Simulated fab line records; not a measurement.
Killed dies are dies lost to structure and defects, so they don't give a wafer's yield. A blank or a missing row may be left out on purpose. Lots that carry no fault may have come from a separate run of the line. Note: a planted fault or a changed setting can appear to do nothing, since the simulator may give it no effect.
Chamber matching	flow nand harc	4 sister chambers for NHARC_A_M0_STRIP_18 on rie diel-10
The step strips in N2/H2. 24 wafers are shown with their chamber, then 12 later ones without.

## WAFERS PAIRED WITH THEIR CHAMBERS
wafer	chamber	drypump motor current A (A)	oes product au (a.u.)	rf fwd power W (W)
L077.1	3	5.2	0.999	996
L077.3	0	6.2	0.979	1000
L077.5	1	5.6	1.005	995
L076.3	3	5.3	1.006	998
L076.5	1	5.6	1.005	999
L076.6	2	5.8	1.013	994
L081.1	0	6.2	0.986	1000
L081.2	3	5.3	1.008	997
L081.6	3	5.3	1.005	994
L079.1	2	5.8	0.999	996
L079.3	1	5.6	0.988	992
L079.4	3	5.3	0.996	997
L085.1	0	6.2	0.988	992
L085.2	2	5.8	1.007	999
L085.6	3	5.3	1.016	998
L088.1	0	6.2	1.011	999
L088.3	2	5.8	1.004	996
L088.5	0	6.2	0.990	992
L087.1	3	5.3	1.012	998
L087.5	1	5.6	0.994	992
L087.6	2	5.8	0.996	994
L089.3	1	5.6	0.990	995
L089.5	1	5.6	1.008	992
L089.6	2	5.8	0.992	999

SIGNATURES, as means of the wafers listed above
reading	chamber 0	chamber 1	chamber 2	chamber 3	scatter within a chamber
drypump motor current A	6.200	5.600	5.800	5.286	0.0207
oes product au	0.99080	0.99833	1.00183	1.00600	0.00878
rf fwd power W	996.60	994.17	996.33	996.86	2.72
Rule: a wafer's distance from a chamber is the root of the sum, over the readings, of the square of ((its reading less the chamber's mean) divided by the reading's scatter). If the next closest chamber is less than 2 further off than the closest, the wafer can't be placed; otherwise it belongs to the closest. How the scatter is found: for the shown wafers, subtract from each reading the mean of its chamber, square and add these, divide the total by (wafers less chambers), then take the root.

## WAFERS MISSING THEIR CHAMBER
wafer	drypump motor current A (A)	oes product au (a.u.)	rf fwd power W (W)
L091.2	5.8	0.999	993
L091.4	6.2	0.994	999
L091.5	6.2	0.989	999
L092.2	5.3	1.014	997
L092.5	6.2	0.981	996
L092.6	5.3	1.022	995
L095.1	6.2	0.988	991
L095.2	5.6	0.989	998
L095.3	5.3	1.021	998
L096.1	5.8	1.010	993
L096.2	5.3	1.021	1000
L096.6	5.6	0.999	1000

## CHAMBER TAKEN BY EACH
wafer	from the rows above	in truth
L091.2	2	2
L091.4	0	0
L091.5	0	0
L092.2	3	3
L092.5	0	0
L092.6	3	3
L095.1	0	0
L095.2	1	1
L095.3	3	3
L096.1	2	2
L096.2	3	3
L096.6	1	1
Correct placement for 12 of the 12. Can't be placed from these rows: 0. Wrongly placed: 0.
